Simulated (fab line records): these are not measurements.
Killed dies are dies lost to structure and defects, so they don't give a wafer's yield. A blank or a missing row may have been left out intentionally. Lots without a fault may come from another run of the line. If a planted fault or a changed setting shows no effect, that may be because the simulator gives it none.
Problem report, 8D (eight disciplines) form, completed by code | flow n5_finfet | the parts of the form that need people (team, actions taken, sign-off) are left out

## 1. WHAT WENT WRONG
A mean of 177.0 W is read at N5_WELL_APT_PEB_06 for heater_power_total_W, taken on 1 wafer of 1 lot, against 172.5 W (standard deviation 0.79) on wafers free of any fault. Relative to the usual mean, that is a shift of +5.7 standard deviations.
The step: peb time 90 s.
Earliest sighting: wafer L299.6 on litho_track-01 at day 4 13:34. At this step, 14 wafers from 5 lots have a number in the record. By rule, "out" or "out of limits" means more than 4 standard deviations away from the usual mean. The other wafers with a number count as sound.

## 2. WHAT IT IS AND WHAT IT IS NOT
question                    | is                   | is not
which readings at this step | heater_power_total_W | exhaust_pa
which lots                  | L299                 | L293, L294, L304, L310
which wafers of those lots  | L299.6               | L299.5
read on which tools         | litho_track-01       | litho_track-04, litho_track-05
when                        | from day 4 13:34     | up to then (7 sound wafers); but 6 sound wafers of L304, L310 came after

## 3. THE SUSPECTS, EACH WITH WHAT RULES IT OUT
Counting: a tool at a process step up to the reading stays a suspect if it ran every lot that is out. Sound lots after the first of them don't rule it out here, since some wafers of a struck lot are sound.
- rie_diel-01 at N5_ZERO_LAYER_DESCUM_16 (chemistry O2, time 7.9 s): kept. L299, the lot that is out, went through it at day 4 12:49; up to then, the latest sound lot through it was L293 at day 3 00:49.
- rie_diel-01 at N5_ZERO_LAYER_ETCH_17 (etches SiO2 in CF4, target depth 12 nm, time 13.3 s): kept. L299, the lot that is out, went through it at day 4 12:52; up to then, the latest sound lot through it was L293 at day 3 00:50.
- rie_si-06 at N5_ZERO_LAYER_ETCH_18 (etches Si in HBr/Cl2, target depth 120 nm, time 40 s): kept. L299, the lot that is out, went through it at day 4 12:57; up to then, the latest sound lot through it was L294 at day 3 07:12.
- plasma_asher-02 at N5_ZERO_LAYER_STRIP_24 (strips in O2): kept. L299, the lot that is out, went through it at day 4 13:04; up to then, the latest sound lot through it was L293 at day 3 01:01.
- litho_track-01 at N5_WELL_APT_PEB_06 (peb time 90 s): kept. L299, the lot that is out, went through it at day 4 13:34; up to then, the latest sound lot through it was L294 at day 3 07:59. On those wafers its own readings are out: heater_power_total_W.
- Within rie_diel-01 at N5_ZERO_LAYER_DESCUM_16, the wafers that are out were processed in chamber 2 and their sound lot-mates in chamber 1.
- Within rie_diel-01 at N5_ZERO_LAYER_ETCH_17, the wafers that are out were processed in chamber 2 and their sound lot-mates in chamber 1.
- Within rie_si-06 at N5_ZERO_LAYER_ETCH_18, the wafers that are out were processed in chamber 3 and their sound lot-mates in chamber 0.
- Within plasma_asher-02 at N5_ZERO_LAYER_STRIP_24, the wafers that are out were processed in chamber 1 and their sound lot-mates in chamber 0.
Left after counting: rie_diel-01 at N5_ZERO_LAYER_DESCUM_16, rie_diel-01 at N5_ZERO_LAYER_ETCH_17, rie_si-06 at N5_ZERO_LAYER_ETCH_18, plasma_asher-02 at N5_ZERO_LAYER_STRIP_24, litho_track-01 at N5_WELL_APT_PEB_06.

## 4. THE CAUSE (what the simulator had put in)
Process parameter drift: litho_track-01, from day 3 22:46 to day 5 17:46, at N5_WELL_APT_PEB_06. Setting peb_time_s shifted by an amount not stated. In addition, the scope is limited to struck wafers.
Counting left 5 suspects, and this tool is among them.

## 5. THE CHAIN OF EFFECTS, in route order
One row per reading whose mean, taken over the struck wafers that have a number, lies over 3 standard deviations from the usual. Readings are gone through only where the record gives a usual standard deviation; hours: the median, over the lots, of the time from a lot's start at the first step in this table giving one to that lot's start at this step; sigmas: the change measured in usual standard deviations.
hours | step               | reading              | usual   | on struck wafers | change | sigmas
0     | N5_WELL_APT_PEB_06 | heater_power_total_W | 172.5 W | 177.0            | +4.5   | +5.7
Process steps it contains:
- N5_WELL_APT_PEB_06: peb time 90 s.
At these later measuring or inspecting steps, every struck wafer for which the step has a row has a number for every such reading, and none has moved that far: N5_WELL_APT_CD_MEAS_08, N5_WELL_APT_OVL_MEAS_09, N5_WELL_APT_INSPECT_10.

## 6. HOW IT WOULD HAVE BEEN CAUGHT EARLIER
In this record no reading fell out of limits until day 4 13:34, 15 hours after the fault had begun at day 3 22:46.
